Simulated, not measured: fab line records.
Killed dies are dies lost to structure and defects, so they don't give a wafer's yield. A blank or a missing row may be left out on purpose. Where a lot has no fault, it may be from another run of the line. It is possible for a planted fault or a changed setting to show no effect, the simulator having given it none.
fab line records	flow nand-harc
record: lots: 6	wafers: 14	last-day: 33
route steps=1302 shown P_GATE@135 P_CONTACT@217 END@1302
lots that met no fault: from a run of the same line without faults
start-h: start of the lot's first displayed wafer, in hours after the record's first day	wait-h: how many hours have passed since the lot's step before this one	" as in the row above	L1.1+2: one row covering several wafers at once	- no value, or no start was given	* or withheld: withheld	< > ~ a bound
route shown NAME@n: names a module that has steps shown in the file, with the first one's number in the route	usual: mean/standard deviation taken from wafers without a fault	same: alike in all rows	chamber/n: place in a boat	sites: each site's reading	_std_site: the values' standard deviation	_edge_site: mean of outer sites minus mean of inner sites	radius-mm: for every site, how far away it sits from the centre of the wafer	mask NAME#n: copy n	behind: the last tool/chamber to shape the wafer	hold: what put the lot on hold/how long, in hours/how the hold closed	device: the transistor (n, p or np) that didn't switch	end of line: the route-end tests of the same wafers	step lacking rows: just its recipe	killed: dies lost to structure and defects at the first sort, not the wafer's yield	map: a wafer's dies, marking killed ones x, the rest . and places with no die _
set.NAME: the setting that was run; set.NAME@STEP: the one run at that earlier step	model.NAME: the simulator's own value behind a step, which no gauge read
certain route steps with their lots: each step a table, each wafer a row
services: the hour from which a tool's chamber was out of use, counted from the record's first day as start-h (under 0 if before that day), plus the number of hours and why
== steps ==
step: NHARC_P_GATE_COAT_20
recipe: spin-rpm: 1500	resist-thk-nm: 90
step: NHARC_P_GATE_SOFTBAKE_21
recipe: temp-c: 105	time-s: 55
step: NHARC_P_GATE_EBR_22
step: NHARC_P_GATE_EXPOSE_23
recipe: na: 1.35	target-cd-nm: 120	dose-mj: 93.91	mask-id: P_GATE
step: NHARC_P_GATE_PEB_24
recipe: peb-temp-c: 100	peb-time-s: 65
step: NHARC_P_GATE_DEVELOP_25
recipe: develop-time-s: 35	dev-temp-c: 23
step: NHARC_P_GATE_CD_MEAS_26
recipe: target-cd-nm: 120	landing-energy-ev: 500
usual: cd-nm: 119.6/0.63
lot.wafer	tool	chamber	start-h	wait-h	cd-nm
L537.3	cd-sem-03	0	134.45	-	118.4
L537.4	"	0	"	"	118.3
L537.5	"	0	"	"	119.7
L539.3	cd-sem-03	0	155.29	-	119.1
L539.5	"	0	"	"	118.5
L539.6	"	0	"	"	118.4
L549.1	cd-sem-03	0	258.37	-	119.2
L549.2	"	0	"	"	119.0
L549.5	"	0	"	"	118.7
L551.6	cd-sem-02	0	279.05	-	120.2
L553.1	cd-sem-02	0	303.50	-	120.1
L556.1	cd-sem-03	0	326.32	-	118.9
L556.2	"	0	"	"	119.3
L556.6	"	0	"	"	119.4
step: NHARC_P_GATE_OVL_MEAS_27
usual: overlay-x-nm: 0.4/0.88	overlay-y-nm: 0.2/0.92
lot.wafer	tool	chamber	start-h	wait-h	overlay-x-nm	overlay-y-nm
L537.3	overlay-02	-	134.53	-	0.9	-0.2
L537.4	"	-	"	"	1.2	0.0
L537.5	"	-	"	"	1.1	0.2
L539.3	overlay-02	-	155.37	-	1.8	-0.2
L539.5	"	-	"	"	1.4	0.2
L539.6	"	-	"	"	1.7	-0.1
L549.1	overlay-01	-	258.46	-	0.5	-0.9
L549.2	"	-	"	"	-0.3	-1.2
L549.5	"	-	"	"	0.5	-1.1
L551.6	overlay-02	-	279.13	-	0.3	-0.4
L553.1	overlay-02	-	303.59	-	0.3	1.9
L556.1	overlay-02	-	326.41	-	0.4	0.5
L556.2	"	-	"	"	0.7	0.6
L556.6	"	-	"	"	0.9	1.1
step: NHARC_P_GATE_INSPECT_28
usual: raw-defect-count: 6.0/2.9
lot.wafer	tool	chamber	start-h	wait-h	raw-defect-count
L537.3	defect-inspect-01	-	134.57	0.0	15
L537.4	"	-	"	"	11
L537.5	"	-	"	"	10
L539.3	defect-inspect-01	-	155.41	0.0	2
L539.5	"	-	"	"	7
L539.6	"	-	"	"	7
L549.1	defect-inspect-01	-	258.50	0.0	4
L549.2	"	-	"	"	7
L549.5	"	-	"	"	7
L551.6	defect-inspect-01	-	279.17	0.0	3
L553.1	defect-inspect-02	-	303.62	0.0	6
L556.1	defect-inspect-02	-	326.44	0.0	10
L556.2	"	-	"	"	4
L556.6	"	-	"	"	7
step: NHARC_P_GATE_DESCUM_31
recipe: time-s: 3	o2-flow-sccm: 200	ar-flow-sccm: 0	bias-power-w: 0	chemistry: O2
step: NHARC_P_GATE_ETCH_104
recipe: target-depth-a: 600	time-s: withheld	cf4-flow-sccm: 100	chf3-flow-sccm: 30	ar-flow-sccm: 0	rf-w: 500	bias-w: 200	chemistry: CF4/CHF3
usual: bias-w: 200.0/0.62	drypump-motor-current-A: 5.7/0.38	oes-product-au: 0.954/0.023	rf-vpp-V: 369.9/2.1	showerhead-plenum-p-Torr: 1.55/0.058	throttle-valve-pct: 16.802/0.0089
lot.wafer	tool	chamber	start-h	wait-h	bias-w	drypump-motor-current-A	oes-product-au	rf-vpp-V	showerhead-plenum-p-Torr	throttle-valve-pct
L537.4	rie-diel-01	3	134.71	0.1	200.9	5.6	0.930	369.3	1.54	16.797
L537.3	"	1	"	"	199.5	5.4	0.941	368.8	1.53	16.809
L537.5	"	3	"	"	201.1	5.6	0.929	369.9	1.54	16.785
L539.3	rie-diel-07	2	155.56	0.1	200.7	6.0	0.979	372.3	1.62	16.813
L539.6	"	1	"	"	199.9	5.6	0.947	368.2	1.52	16.822
L539.5	"	2	"	"	199.9	6.0	0.974	373.2	1.62	16.796
L549.2	rie-diel-01	1	258.65	0.1	201.2	5.3	0.946	368.2	1.53	16.793
L549.1	"	2	"	"	199.9	5.3	0.918	370.5	1.58	16.810
L549.5	"	0	"	"	200.2	5.9	0.936	369.8	1.58	16.813
L551.6	rie-diel-07	1	279.33	0.1	200.1	5.5	0.947	367.5	1.51	16.804
L553.1	rie-diel-07	0	303.78	0.1	199.6	5.1	0.950	374.0	1.68	16.797
L556.2	rie-diel-01	0	326.60	0.1	200.4	5.9	0.987	371.7	1.57	16.807
L556.1	"	1	"	"	199.5	5.3	0.975	368.6	1.53	16.802
L556.6	"	3	"	"	200.0	5.7	0.988	369.9	1.53	16.802
step: NHARC_P_GATE_HM_OPEN_105
recipe: target-depth-a: 3600	o2-flow-sccm: 400	cos-flow-sccm: 20	ar-flow-sccm: 0	rf-w: 500	bias-w: 300	chemistry: O2/COS
usual: bias-w: 300.0/0.84	drypump-motor-current-A: 5.8/0.39	oes-product-au: 1.003/0.0093	rf-vpp-V: 466.2/2.6	showerhead-plenum-p-Torr: 3.08/0.11	throttle-valve-pct: 28.330/0.0095
lot.wafer	tool	chamber	start-h	wait-h	bias-w	drypump-motor-current-A	oes-product-au	rf-hours-counter-h	rf-vpp-V	showerhead-plenum-p-Torr	throttle-valve-pct
L537.3	rie-diel-01	3	-	-	300.2	5.6	1.009	5	465.0	3.05	28.312
L537.4	"	1	"	"	301.2	5.3	1.006	7	465.9	3.03	28.335
L537.5	"	3	"	"	299.9	5.6	1.009	-	465.9	3.05	28.327
L539.3	rie-diel-07	1	-	-	300.6	5.6	0.983	2	466.8	3.01	28.331
L539.6	"	2	"	"	300.1	6.0	1.001	-	468.7	3.21	28.343
L539.5	"	3	"	"	300.5	6.4	1.009	-	463.6	2.99	28.339
L549.1	rie-diel-01	2	-	-	300.1	5.3	0.989	3	466.3	3.13	28.345
L549.2	"	1	"	"	300.5	5.3	1.017	4	465.3	3.03	28.327
L549.5	"	2	"	"	300.6	5.3	0.987	-	467.3	3.13	28.317
L551.6	rie-diel-07	2	-	-	299.6	6.0	1.010	-	468.3	3.21	28.326
L553.1	rie-diel-07	0	-	-	300.0	5.1	0.998	0	473.9	3.33	28.316
L556.2	rie-diel-01	1	-	-	300.0	5.4	1.018	7	464.3	3.03	28.322
L556.1	"	2	"	"	299.4	5.3	0.990	6	467.2	3.13	28.323
L556.6	"	1	"	"	299.1	5.4	1.009	-	464.7	3.03	28.330
step: NHARC_P_GATE_STRIP_106
recipe: o2-flow-sccm: 400	cos-flow-sccm: 20	ar-flow-sccm: 0	bias-w: 0	chemistry: O2/COS
lot.wafer	tool	chamber	start-h	wait-h
L537.3+4+5	rie-diel-01	0,2,3	134	-
L539.3+5+6	rie-diel-07	0,1,2	155	-
L549.1+2+5	rie-diel-01	1,2,0	258	-
L551.6	rie-diel-07	3	279	-
L553.1	rie-diel-07	3	304	-
L556.1+2+6	rie-diel-01	3,1,3	326	-
step: NHARC_P_GATE_ETCH_114
recipe: target-depth-a: 300	overetch-a: 30	time-s: 16.5	ion-energy-ev: 100	cf4-flow-sccm: 80	o2-flow-sccm: 20	ar-flow-sccm: 0	rf-w: 300	bias-w: 100	chemistry: CF4/O2
step: NHARC_P_GATE_ETCH_32
recipe: target-depth-a: 1500	over-etch-frac: 1	over-etch-ion-energy-ev: 40	time-s: 100.1	hbr-flow-sccm: 150	cl2-flow-sccm: 50	rf-w: 400	icp-w: 400	bias-w: 100	chemistry: HBr/Cl2
step: NHARC_P_GATE_STRIP_108
recipe: o2-flow-sccm: 500	ar-flow-sccm: 0	bias-w: 0	chemistry: O2
step: NHARC_P_GATE_CD_MEAS_33
usual: cd-nm: 120.8/2.3
lot.wafer	tool	chamber	start-h	wait-h	cd-nm
L537.3	cd-sem-01	-	135.47	-	120.3
L537.4	"	-	"	"	119.0
L537.5	"	-	"	"	124.5
L539.3	cd-sem-03	-	156.32	-	120.0
L539.5	"	-	"	"	119.5
L539.6	"	-	"	"	121.6
L549.1	cd-sem-03	-	259.36	-	122.3
L549.2	"	-	"	"	123.0
L549.5	"	-	"	"	123.7
L551.6	cd-sem-01	-	280.04	-	122.4
L553.1	cd-sem-03	-	304.49	-	120.9
L556.1	cd-sem-01	-	327.32	-	118.2
L556.2	"	-	"	"	121.8
L556.6	"	-	"	"	122.6
step: NHARC_P_GATE_STRIP_35
recipe: time-s: 600	temp-c: 130	chemistry: SPM
step: NHARC_P_GATE_PRECLEAN_73
recipe: time-s: *	temp-c: 50	bath-age-min: 0	chemistry: SC1
step: NHARC_P_GATE_SRD_74
step: NHARC_P_GATE_ALD_36
recipe: target-thk-a: 200	pulse-time-s: 60	ald-cycles: 223	temp-c: 400	material: SiNx
step: NHARC_P_GATE_ETCHBACK_37
recipe: target-depth-a: 345	time-s: 17.2	chf3-flow-sccm: 50	o2-flow-sccm: 10	ar-flow-sccm: 200	rf-w: 500	bias-w: 200	chemistry: CHF3/O2
step: NHARC_P_GATE_STRIP_101
recipe: time-s: 20	o2-flow-sccm: 500	ar-flow-sccm: 0	bias-w: 0	chemistry: O2
usual: drypump-motor-current-A: 5.8/0.31	oes-product-au: 1.000/0.011	rf-vpp-V: 57.5/0.78	showerhead-plenum-p-Torr: 3.44/0.1	throttle-valve-pct: 17.036/0.0084
same: bias-w: 0
lot.wafer	tool	chamber	start-h	wait-h	drypump-motor-current-A	oes-product-au	rf-hours-counter-h	rf-vpp-V	showerhead-plenum-p-Torr	throttle-valve-pct
L537.3	rie-diel-02	0	145.52	0.1	5.6	0.989	4.3	57.1	3.42	17.044
L537.4	"	1	"	"	6.0	0.991	4.5	57.1	3.34	17.035
L537.5	"	1	"	"	6.0	1.004	-	57.9	3.34	17.029
L539.3	rie-diel-02	2	168.46	0.1	6.1	0.991	6.7	56.2	3.35	17.036
L539.5	"	3	"	"	6.0	1.000	-	57.1	3.40	17.047
L539.6	"	0	"	"	5.6	0.993	-	56.4	3.42	17.031
L549.1	rie-diel-01	3	269.46	0.1	5.6	1.016	3.7	59.7	3.44	17.043
L549.2	"	0	"	"	6.0	1.018	4.2	57.5	3.53	17.038
L549.5	"	2	"	"	5.3	1.010	-	57.4	3.54	17.046
L551.6	rie-diel-02	0	290.12	0.0	5.6	0.995	-	56.9	3.41	17.038
L553.1	rie-diel-01	3	314.50	0.1	5.6	1.014	6.3	58.1	3.44	17.043
L556.2	rie-diel-01	0	337.41	0.1	6.0	1.014	7.0	57.1	3.53	17.041
L556.1	"	3	"	"	5.7	1.004	7.2	56.3	3.44	17.022
L556.6	"	1	"	"	5.4	1.024	-	57.1	3.42	17.044
step: NHARC_P_GATE_PRECLEAN_97
recipe: time-s: 600	temp-c: 120	chemistry: SPM
step: NHARC_P_GATE_SRD_98
step: NHARC_P_GATE_PRECLEAN_99
recipe: time-s: *	temp-c: 50	bath-age-min: 0	chemistry: SC1
step: NHARC_P_GATE_SRD_100
step: NHARC_P_GATE_DEHYDRATE_38
recipe: temp-c: 150	time-s: 120
step: NHARC_P_GATE_HMDS_39
recipe: time-s: 30
step: NHARC_P_GATE_COAT_40
recipe: spin-rpm: 3000
step: NHARC_P_GATE_SOFTBAKE_41
recipe: temp-c: 122	time-s: 95
step: NHARC_P_GATE_EBR_42
step: NHARC_P_GATE_EXPOSE_43
recipe: na: 0.6	target-cd-nm: 720	dose-mj: 14.81	mask-id: P_NSD
step: NHARC_P_GATE_PEB_44
recipe: peb-temp-c: 118	peb-time-s: 85
step: NHARC_P_GATE_DEVELOP_45
recipe: time-s: 70
step: NHARC_P_GATE_CD_MEAS_46
recipe: target-cd-nm: 720	landing-energy-ev: 500
usual: cd-nm: 720.5/1.9
lot.wafer	tool	chamber	start-h	wait-h	cd-nm
L537.3	cd-sem-03	0	146.32	-	717.9
L537.4	"	0	"	"	720.1
L537.5	"	0	"	"	719.2
L539.3	cd-sem-02	0	169.26	-	724.1
L539.5	"	0	"	"	720.2
L539.6	"	0	"	"	721.2
L549.1	cd-sem-02	0	270.40	-	717.8
L549.2	"	0	"	"	718.9
L549.5	"	0	"	"	715.9
L551.6	cd-sem-02	0	291.08	-	719.7
L553.1	cd-sem-01	0	315.42	-	721.8
L556.1	cd-sem-03	0	338.33	-	721.7
L556.2	"	0	"	"	721.0
L556.6	"	0	"	"	720.9
step: NHARC_P_GATE_HARDBAKE_47
recipe: temp-c: 125	time-s: 80
step: NHARC_P_GATE_DESCUM_48
recipe: time-s: 3	o2-flow-sccm: 200	ar-flow-sccm: 0	bias-power-w: 0	chemistry: O2
usual: drypump-motor-current-A: 5.8/0.37	oes-product-au: 1.001/0.01	rf-vpp-V: 57.7/0.88	showerhead-plenum-p-Torr: 1.88/0.072	throttle-valve-pct: 11.312/0.0095
lot.wafer	tool	chamber	start-h	wait-h	drypump-motor-current-A	oes-product-au	rf-hours-counter-h	rf-vpp-V	showerhead-plenum-p-Torr	throttle-valve-pct
L537.4	rie-diel-01	3	146.48	-	5.6	1.018	6	57.1	1.86	11.302
L537.3	"	0	"	"	6.0	1.005	7	56.6	1.92	11.315
L537.5	"	3	"	"	5.7	1.008	-	57.5	1.86	11.294
L539.3	rie-diel-02	2	169.42	-	6.1	0.986	7	57.7	1.81	11.303
L539.6	"	1	"	"	6.0	0.998	-	56.9	1.80	11.311
L539.5	"	2	"	"	6.1	0.986	-	58.2	1.81	11.309
L549.2	rie-diel-07	2	270.56	-	6.0	0.996	9	59.4	1.97	11.304
L549.1	"	1	"	"	5.6	0.996	10	58.3	1.84	11.317
L549.5	"	2	"	"	6.0	1.001	-	58.2	1.97	11.320
L551.6	rie-diel-02	2	291.28	-	6.0	0.994	-	57.3	1.81	11.307
L553.1	rie-diel-01	3	315.60	-	5.6	1.009	6	58.0	1.86	11.299
L556.1	rie-diel-07	3	338.49	-	6.4	1.011	2	57.9	1.83	11.312
L556.2	"	0	"	"	5.1	0.993	2	59.3	2.05	11.323
L556.6	"	0	"	"	5.1	0.997	-	57.9	2.05	11.298
step: NHARC_P_GATE_IMPLANT_49
recipe: energy-kev: 30	dose-cm2: 3e+15	tilt-deg: 7
step: NHARC_P_GATE_STRIP_111
recipe: power-w: 1500	temp-c: 110	time-s: 250	chemistry: N2/H2
usual: drypump-motor-current-A: 5.8/0.43	heater-power-w: 93/16
lot.wafer	tool	chamber	start-h	wait-h	drypump-motor-current-A	heater-power-w	rf-hours-counter-h
L537.4	plasma-asher-02	1	147.05	0.3	5.4	85	-
L537.3	"	0	"	"	5.4	70	-
L537.5	"	0	"	"	5.4	73	-
L539.3	plasma-asher-02	1	169.93	0.3	5.4	85	-
L539.5	"	0	"	"	5.4	73	-
L539.6	"	1	"	"	5.4	86	-
L549.1	plasma-asher-01	0	270.93	0.2	6.4	94	19
L549.2	"	1	"	"	5.9	115	19
L549.5	"	1	"	"	5.9	115	-
L551.6	plasma-asher-01	0	291.80	0.2	6.4	94	-
L553.1	plasma-asher-02	0	316.01	0.2	5.5	70	4
L556.1	plasma-asher-02	1	341.48	0.2	5.4	87	7
L556.2	"	0	"	"	5.4	69	7
L556.6	"	0	"	"	5.4	69	-
step: NHARC_P_GATE_STRIP_75
recipe: power-w: 1500	temp-c: 250	chemistry: O2
step: NHARC_P_GATE_STRIP_50
recipe: time-s: 900	temp-c: 130	chemistry: SPM
step: NHARC_P_GATE_INSPECT_68
usual: raw-defect-count: 217/91
lot.wafer	tool	chamber	start-h	wait-h	hold	raw-defect-count
L537.3	defect-inspect-01	-	152.97	0.1	-	124
L537.4	"	-	"	"	-	207
L537.5	"	-	"	"	-	266
L539.3	defect-inspect-02	-	175.67	0.1	-	178
L539.5	"	-	"	"	-	239
L539.6	"	-	"	"	-	165
L549.1	defect-inspect-01	-	276.92	0.2	-	142
L549.2	"	-	"	"	-	126
L549.5	"	-	"	"	-	150
L551.6	defect-inspect-01	-	297.62	0.0	await-dispo/0.2h/release	1691
L551.6	defect-inspect-01	-	297.80	0.2	-	1660
L553.1	defect-inspect-02	-	321.87	0.2	await-dispo/0.2h/release	1593
L553.1	defect-inspect-02	-	322.04	0.2	-	1617
L556.1	defect-inspect-01	-	355.06	0.2	-	206
L556.2	"	-	"	"	-	183
L556.6	"	-	"	"	-	97
step: NHARC_P_CONTACT_DEP_30
recipe: target-thk-a: 300	temp-c: 400	target-thk-nm: 30	flow-sccm: 200	rf-w: 450	material: SiNx
usual: heater-power-outer-w: 413/68	heater-power-w: 679/71
lot.wafer	tool	chamber	start-h	wait-h	hold	heater-power-outer-w	heater-power-w
L537.3	pecvd-03	2	153.11	0.1	-	426	686
L537.5	"	1	"	"	-	324	649
L537.4	"	2	"	"	-	443	664
L539.3	pecvd-01	1	175.81	0.1	-	394	675
L539.6	"	2	"	"	-	404	684
L539.5	"	0	"	"	-	556	797
L549.1	pecvd-01	2	276.99	0.1	-	351	588
L549.2	"	0	"	"	-	476	695
L549.5	"	1	"	"	-	423	719
L551.6	pecvd-01	1	304.85	7.1	await-dispo/6.6h/release	407	678
L553.1	pecvd-03	2	324.69	2.7	await-dispo/2.4h/release	472	732
L556.1	pecvd-04	2	355.13	0.1	-	394	642
L556.2	"	1	"	"	-	436	748
L556.6	"	1	"	"	-	425	752
step: NHARC_END_SORT_01
recipe: temp-c: 25
usual: killed-at-array: 52/18	killed-at-other: 1.2/1.5	killed-at-periphery: 4/3.2	killed-dies: 57/17	killed-open: 3.1/1.9	killed-short: 2.5/1.7
same: gross-dies: 677
lot.wafer	tool	chamber	start-h	wait-h	killed-at-array	killed-at-other	killed-at-periphery	killed-dies	killed-open	killed-short
L549.1	prober-02	0	727.10	2.5	48	4	0	52	2	1
L549.2	prober-02	0	727.90	2.8	58	2	1	61	3	4
L549.5	prober-02	0	730.29	3.7	52	2	3	57	7	4
L553.1	prober-02	0	781.51	2.5	58	1	80	139	1	2
L551.6	prober-01	0	783.72	4.0	42	1	75	118	2	0
killed by level:class
L549.1 A_SLIT:chamber-film-flake=34 A_CHANNEL_HOLE_D1:chamber-film-flake=6 THIN_TSV:chamber-film-flake=4 A_CONTACT:chamber-film-flake=3 A_DECK1_JOINT:geometric-particle:open=1 A_ONON_D2:geometric-particle:short=1 A_CHANNEL_FILL_D2:geometric-particle:open=1 A_CHANNEL_FILL_D2:chamber-film-flake=1
L549.2 A_SLIT:chamber-film-flake=30 A_CHANNEL_HOLE_D1:chamber-film-flake=14 A_STAIRCASE:chamber-film-flake=4 A_CONTACT:chamber-film-flake=3 THIN_TSV:chamber-film-flake=2 A_ONON_D1:geometric-particle:short=1 A_CHANNEL_FILL_D1:geometric-particle:short=1 A_ONON_D2:geometric-particle:short=1
L549.5 A_SLIT:chamber-film-flake=28 A_CHANNEL_HOLE_D1:chamber-film-flake=7 A_STAIRCASE:chamber-film-flake=3 A_CHANNEL_FILL_D1:geometric-particle:open=2 A_DECK1_JOINT:geometric-particle:open=2 A_CHANNEL_FILL_D2:chamber-film-flake=2 THIN_TSV:chamber-film-flake=2 P_M1:geometric-particle:open=1
L553.1 P_GATE:unspecified=76 A_SLIT:chamber-film-flake=24 A_CHANNEL_HOLE_D2:chamber-film-flake=24 P_GATE:chamber-film-flake=4 A_STAIRCASE:chamber-film-flake=2 A_CONTACT:chamber-film-flake=2 A_BLC:chamber-film-flake=2 A_SOURCE_PLATE:geometric-particle:short=1
L551.6 P_GATE:unspecified=74 A_CHANNEL_HOLE_D1:chamber-film-flake=17 A_CHANNEL_HOLE_D2:chamber-film-flake=15 A_SLIT:chamber-film-flake=3 A_CONTACT:chamber-film-flake=2 A_ZERO_WELL:chamber-film-flake=2 A_CHANNEL_HOLE_D1:geometric-particle:open=1 A_WL_FILL:geometric-particle:open=1
map L551.6 (x killed, . not)
____________.____________
_________......._________
_______..........._______
______.............______
_____..............._____
____.................____
____.................____
___...................___
___...................___
__.....................__
__...x.................__
_....xx.x..............._
_.....xx...x............_
_xxxx..x................_
_xxxxx..x..............._
_xxxxxxxx..............._
xxxxxx..x................
xxxxxx.x.................
xxxxxxx.x................
xxxxxxxx.............x.x.
xxxxxxx..................
_xxxxxx.........x......._
_xxxxxx................._
_xxxxxx................._
_xxxxx.......x.........._
_xxxx.................x._
__.x...............x.x.__
__...............x.xxxx__
___......x.........xxx___
___..............x.xxx___
____..............x.x____
____...............xx____
_____.............xx_____
______.............______
_______.....x....._______
_________......._________
____________.____________
map L553.1 (x killed, . not)
____________.____________
_________.x....._________
_______..........._______
______.......x.....______
_____..............._____
____.................____
____.................____
___...................___
___...................___
__.....................__
__.....................__
_.x.xxx.........x......._
_x...xxxx......x........_
_x.xxxxxx..............._
_xxxxxxxxx.............._
_xxxxxxx.x.............._
xxxxxx.xx................
xxxxxxxx.................
xxxxxxx.x.......x..x.....
xxxxxxxx.................
xxxxxxx..................
_xxxxxxxx..............._
_xxxxxxx................_
_xxxxx.................._
_xxxxxx................._
_xxx.x.................._
__..x......x...........__
__x.x..................__
___...................___
___..........xxx......___
____........x........____
____.......xxxx.x....____
_____........x..x..._____
______.....xxxxxx..______
_______...x..xxxx._______
_________..x.xxx_________
____________x____________
== services ==
tool	chamber	start-h	hours	kind
rie-diel-07	-	117.20	9.0	pm
pecvd-01	-	120.11	0.5	repair
pecvd-01	-	127.34	1.6	repair
pecvd-01	-	131.73	13.0	pm
pecvd-03	-	151.22	1.7	repair
plasma-asher-01	-	165.69	9.0	pm
rie-diel-01	0	188.55	13.6	repair
pecvd-03	-	193.25	13.0	pm
rie-diel-02	1	199.48	5.8	repair
rie-diel-01	-	203.80	9.0	pm
pecvd-01	-	210.73	13.2	repair
rie-diel-02	-	216.70	9.0	pm
rie-diel-01	0	225.05	2.0	repair
rie-diel-07	0	225.93	9.2	repair
rie-diel-02	1	236.01	5.9	repair
pecvd-03	-	244.12	1.5	repair
rie-diel-02	0	246.96	6.5	repair
pecvd-01	-	266.16	0.3	repair
plasma-asher-02	-	284.71	9.0	pm
rie-diel-07	-	294.20	9.0	pm
pecvd-01	-	312.73	13.0	pm
rie-diel-01	2	316.13	4.5	repair
rie-diel-01	2	347.46	2.2	repair
pecvd-01	2	350.43	2.0	repair
== key ==
first-sign: step: NHARC_P_GATE_INSPECT_68	reading: raw-defect-count	direction: up	sigmas: 16	usual: 217	struck: 1642
effect: step: NHARC_P_GATE_INSPECT_68	reading: hold	direction: added
effect: step: NHARC_END_SORT_01	reading: killed-at-periphery	direction: up	sigmas: 23	usual: 4	struck: 78
more-kills-born-at: NHARC_P_GATE_STRIP_106@rie-diel-07: 149
met-at NHARC_P_GATE_STRIP_106
struck-wafers L551.6,L553.1
tester-left-out L551,L553
also-fits NHARC_P_GATE_ETCH_104:rie-diel-07,NHARC_P_GATE_HM_OPEN_105:rie-diel-07
fault: kind: chamber-particle-source	tool: rie-diel-07	chamber: 3	onset-h: 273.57	steps: NHARC_P_GATE_STRIP_106	rate-per-visit-cm2: 2.1189	end-h: 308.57
tester-left-out: of these lots the tester's yield and bins aren't shown, on N5 and GAA mostly nor the transistor test; their killed dies are dies lost to structure and defects alone, not to doping, threshold or leakage, so they don't give the yield
